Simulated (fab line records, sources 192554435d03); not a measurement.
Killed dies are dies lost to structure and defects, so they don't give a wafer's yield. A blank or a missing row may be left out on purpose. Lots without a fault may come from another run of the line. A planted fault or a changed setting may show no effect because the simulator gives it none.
Which tool did it? | flow n5_finfet | 10 lots, 30 wafers sampled, at 4 steps of a route of 1938

WHAT THE GAUGES READ, wafer by wafer
N5_BEOL_M1_CD_MEAS_35: target cd 18 nm, target cd y 21 nm. Usual: cd_nm 18.0 nm, standard deviation 0.31.
lot  | measured     | on        | cd_nm (nm)     | flag
L769 | day 6 22:50  | cd_sem-01 | 17.8 17.9 18.0 |
L773 | day 7 19:32  | cd_sem-02 | 18.1 17.8 18.2 |
L774 | day 8 05:54  | cd_sem-02 | 18.0 18.2 18.4 |
L776 | day 8 19:32  | cd_sem-03 | 18.2 18.2 18.2 |
L777 | day 8 22:21  | cd_sem-01 | 18.5 18.3 18.0 |
L780 | day 9 05:05  | cd_sem-01 | 18.1 17.9 17.6 |
L786 | day 10 22:02 | cd_sem-02 | 18.4 18.1 17.7 |
L789 | day 12 02:29 | cd_sem-01 | 17.9 18.0 17.5 |
L790 | day 12 02:37 | cd_sem-02 | 19.0 18.6 17.9 |
L791 | day 12 11:08 | cd_sem-01 | 17.6 18.0 17.7 |

N5_BEOL_M4_RC_MEAS_101. Usual: DIBL_N 35.9 mV/V, standard deviation 1.2; DIBL_P 35.9 mV/V, standard deviation 1.4; IOFF_N 0.149 nA/um, standard deviation 0.02; IOFF_P 0.205 nA/um, standard deviation 0.022; ION_N 671 uA/um, standard deviation 8.8; ION_P 461 uA/um, standard deviation 5.9; SS_N 71.4 mV/dec, standard deviation 0.51; SS_P 73.2 mV/dec, standard deviation 0.56; VT_N 250.6 mV, standard deviation 2.5; VT_P -250.1 mV, standard deviation 2.3.
lot  | measured     | on        | DIBL_N (mV/V)  | DIBL_P (mV/V)  | IOFF_N (nA/um)    | IOFF_P (nA/um)    | ION_N (uA/um) | ION_P (uA/um) | SS_N (mV/dec)  | SS_P (mV/dec)  | VT_N (mV)         | VT_P (mV)            | flag
L769 | day 9 16:29  | prober-02 | 36.4 36.8 36.7 | 35.8 35.7 36.5 | 0.157 0.157 0.165 | 0.223 0.233 0.243 | 676 671 671   | 466 466 465   | 71.5 72.5 71.3 | 73.6 73.6 72.3 | 249.7 250.3 249.1 | -246.2 -248.6 -247.0 |
L773 | day 11 06:17 | prober-02 | 37.3 37.2 36.7 | 36.6 37.1 36.6 | 0.157 0.161 0.153 | 0.214 0.222 0.214 | 664 674 676   | 461 467 463   | 72.2 71.4 71.5 | 73.2 73.3 73.2 | 249.4 248.5 248.4 | -245.2 -248.9 -249.7 |
L774 | day 11 06:32 | prober-01 | 35.2 36.3 35.7 | 35.3 36.9 36.8 | 0.126 0.146 0.137 | 0.174 0.195 0.201 | 666 674 667   | 451 460 464   | 71.1 72.0 71.2 | 72.8 73.3 73.7 | 252.4 251.7 254.8 | -251.1 -251.5 -249.2 |
L786 | day 14 10:30 | prober-02 | 38.7 36.7 37.3 | 39.3 36.6 36.2 | 0.188 0.143 0.145 | 0.248 0.192 0.193 | 685 681 673   | 468 466 451   | 72.0 72.3 72.0 | 74.0 73.5 73.4 | 250.4 253.3 252.4 | -252.2 -250.0 -251.0 |
L789 | day 15 04:07 | prober-02 | 35.6 36.9 36.2 | 35.4 37.1 35.8 | 0.138 0.156 0.145 | 0.189 0.223 0.202 | 679 673 665   | 462 460 456   | 71.5 71.5 71.6 | 73.1 73.9 72.9 | 250.3 247.9 247.4 | -253.0 -248.4 -251.8 |
L790 | day 14 11:42 | prober-01 | 34.6 37.2 34.8 | 33.9 36.8 34.6 | 0.118 0.165 0.129 | 0.166 0.211 0.175 | 658 676 665   | 451 461 456   | 71.4 71.7 71.1 | 72.5 73.7 72.6 | 255.1 248.7 254.3 | -253.8 -246.3 -252.8 |
L791 | day 16 00:40 | prober-02 | 37.5 36.5 36.1 | 35.7 34.1 34.7 | 0.171 0.145 0.144 | 0.244 0.216 0.222 | 680 664 673   | 473 461 470   | 71.2 71.5 71.0 | 74.4 74.0 73.2 | 247.1 249.7 249.8 | -247.2 -248.4 -246.4 |

WHICH TOOL RAN EACH LOT (tool, then ch and the chambers of the sampled wafers, then the start)
lot  | N5_BEOL_M1_ETCH_69                 | N5_BEOL_M1_VIA_ETCH_34
L769 | rie_diel-01 ch 1,2,3, day 6 19:08  | rie_diel-04 ch 0,3, day 6 22:25
L773 | rie_diel-01 ch 0,1,3, day 7 09:19  | rie_diel-01 ch 0,1, day 7 19:07
L774 | rie_diel-04 ch 0,3, day 7 21:46    | rie_diel-01 ch 0,3, day 8 05:29
L776 | rie_diel-04 ch 1,2, day 8 07:17    | rie_diel-01 ch 0,2,3, day 8 19:08
L777 | rie_diel-02 ch 0,1,3, day 8 13:36  | rie_diel-02 ch 0,1,3, day 8 21:50
L780 | rie_diel-02 ch 0,3, day 9 01:08    | rie_diel-01 ch 0,1, day 9 04:35
L786 | rie_diel-01 ch 0,2, day 10 21:00   | rie_diel-01 ch 0,2, day 10 21:38
L789 | rie_diel-02 ch 0,1,3, day 12 01:29 | rie_diel-02 ch 0,1, day 12 02:05
L790 | rie_diel-04 ch 0,2, day 12 01:45   | rie_diel-01 ch 0,1,2, day 12 02:12
L791 | rie_diel-02 ch 1,2,3, day 12 07:59 | rie_diel-01 ch 0,2,3, day 12 10:44
- N5_BEOL_M1_ETCH_69: etches SiARC in CF4, target depth 15.6 nm, time 26 s.
- N5_BEOL_M1_VIA_ETCH_34: etches the open film in C4F6/O2, target depth 67.8 nm, time 64.4 s.

WHAT THE TOOLS THEMSELVES READ (means of the sampled wafers that have a number; where no wafer has one, the mark that the record gives instead)
N5_BEOL_M1_ETCH_69. Usual: bias_w 36.02 W, standard deviation 0.11; cf4_flow_sccm 100.0 sccm, standard deviation 0.31; drypump_motor_current_A 5.7 A, standard deviation 0.46; etch_rf_on_time_s 26.0 s, standard deviation 0.37; oes_product_au 0.70 a.u., standard deviation 0.083; rf_vpp_V 184.2 V, standard deviation 1.2; showerhead_plenum_p_Torr 2.15 Torr, standard deviation 0.078; throttle_valve_pct 15.51 %, standard deviation 0.19.
lot  | tool        | bias_w (W) | cf4_flow_sccm (sccm) | drypump_motor_current_A (A) | etch_rf_on_time_s (s) | oes_product_au (a.u.) | rf_vpp_V (V) | showerhead_plenum_p_Torr (Torr) | throttle_valve_pct (%) | flag
L769 | rie_diel-01 | 35.89      | 100.1                | 5.7                         | 26.2                  | 0.69                  | 183.9        | 2.17                            | 15.64                  |
L773 | rie_diel-01 | 36.09      | 99.8                 | 5.8                         | 26.1                  | 0.70                  | 185.7        | 2.24                            | 15.68                  |
L774 | rie_diel-04 | 35.98      | 99.7                 | 5.5                         | 26.0                  | 0.70                  | 183.0        | 2.05                            | 15.56                  |
L776 | rie_diel-04 | 36.10      | 99.9                 | 5.8                         | 26.2                  | 0.62                  | 184.4        | 2.18                            | 15.56                  |
L777 | rie_diel-02 | 36.17      | 99.9                 | 5.6                         | 25.9                  | 0.76                  | 184.3        | 2.15                            | 15.39                  |
L780 | rie_diel-02 | 36.07      | 100.0                | 6.0                         | 25.7                  | 0.74                  | 184.2        | 2.17                            | 15.36                  |
L786 | rie_diel-01 | 36.04      | 100.1                | 6.1                         | 26.2                  | 0.73                  | 184.9        | 2.25                            | 15.30                  |
L789 | rie_diel-02 | 36.01      | 99.8                 | 5.5                         | 25.9                  | 0.73                  | 184.1        | 2.14                            | 15.45                  |
L790 | rie_diel-04 | 35.96      | 99.9                 | 5.6                         | 26.2                  | 0.61                  | 183.8        | 2.15                            | 15.64                  |
L791 | rie_diel-02 | 36.03      | 100.0                | 5.5                         | 25.8                  | 0.74                  | 184.5        | 2.14                            | 15.35                  |

N5_BEOL_M1_VIA_ETCH_34. Usual: C4F6_flow_sccm 10.004 sccm, standard deviation 0.029; O2_flow_sccm 9.998 sccm, standard deviation 0.029; drypump_motor_current_A 5.8 A, standard deviation 0.38; oes_product_au 0.81 a.u., standard deviation 0.1; rf_vpp_V 666 V, standard deviation 5.1; showerhead_plenum_p_Torr 2.91 Torr, standard deviation 0.1; throttle_valve_pct 30.74 %, standard deviation 0.28.
lot  | tool        | C4F6_flow_sccm (sccm) | O2_flow_sccm (sccm) | drypump_motor_current_A (A) | oes_product_au (a.u.) | rf_vpp_V (V) | showerhead_plenum_p_Torr (Torr) | throttle_valve_pct (%) | flag
L769 | rie_diel-04 | 10.017                | 10.008              | 6.0                         | 0.82                  | 663          | 2.68                            | 30.58                  |
L773 | rie_diel-01 | 10.022                | 10.016              | 6.0                         | 0.81                  | 665          | 2.98                            | 30.94                  |
L774 | rie_diel-01 | 9.998                 | 9.974               | 5.6                         | 0.74                  | 671          | 2.94                            | 30.91                  |
L776 | rie_diel-01 | -                     | -                   | -                           | -                     | -            | -                               | -                      | OFF
L777 | rie_diel-02 | -                     | -                   | -                           | -                     | -            | -                               | -                      | OFF
L780 | rie_diel-01 | -                     | -                   | -                           | -                     | -            | -                               | -                      | OFF
L786 | rie_diel-01 | 10.018                | 10.005              | 6.1                         | 0.79                  | 666          | 2.96                            | 30.69                  |
L789 | rie_diel-02 | 9.998                 | 9.970               | 5.1                         | 0.87                  | 669          | 2.82                            | 30.70                  |
L790 | rie_diel-01 | 10.018                | 9.985               | 6.0                         | 0.83                  | 666          | 2.98                            | 30.70                  |
L791 | rie_diel-01 | 10.033                | 10.009              | 5.9                         | 0.77                  | 668          | 2.95                            | 30.68                  |

THE ANSWER, worked out from the rows above alone
Rule: a lot is off if the mean of its wafers that have a number lies more than 3 standard deviations from the usual mean. A lot without any number at a reading at which 4 lots or more have one is off too. The other lots that the step has rows for count as sound. The gauges are gone through in route order, then the tools' own readings, and for those a lot's mean is taken as printed above. The first step at which some lot is off is used, and at that step the reading that is off furthest; a lot without a number counts as furthest.
Off: L776, L777, L780, at N5_BEOL_M1_VIA_ETCH_34 (C4F6_flow_sccm). Without a number there: L776, L777, L780.
A tool fits if, at that step or a process step before it, it ran every lot that is off, and no sound lot after the first of them. None of those tried fits.

WHAT THE SIMULATOR HAD PUT IN
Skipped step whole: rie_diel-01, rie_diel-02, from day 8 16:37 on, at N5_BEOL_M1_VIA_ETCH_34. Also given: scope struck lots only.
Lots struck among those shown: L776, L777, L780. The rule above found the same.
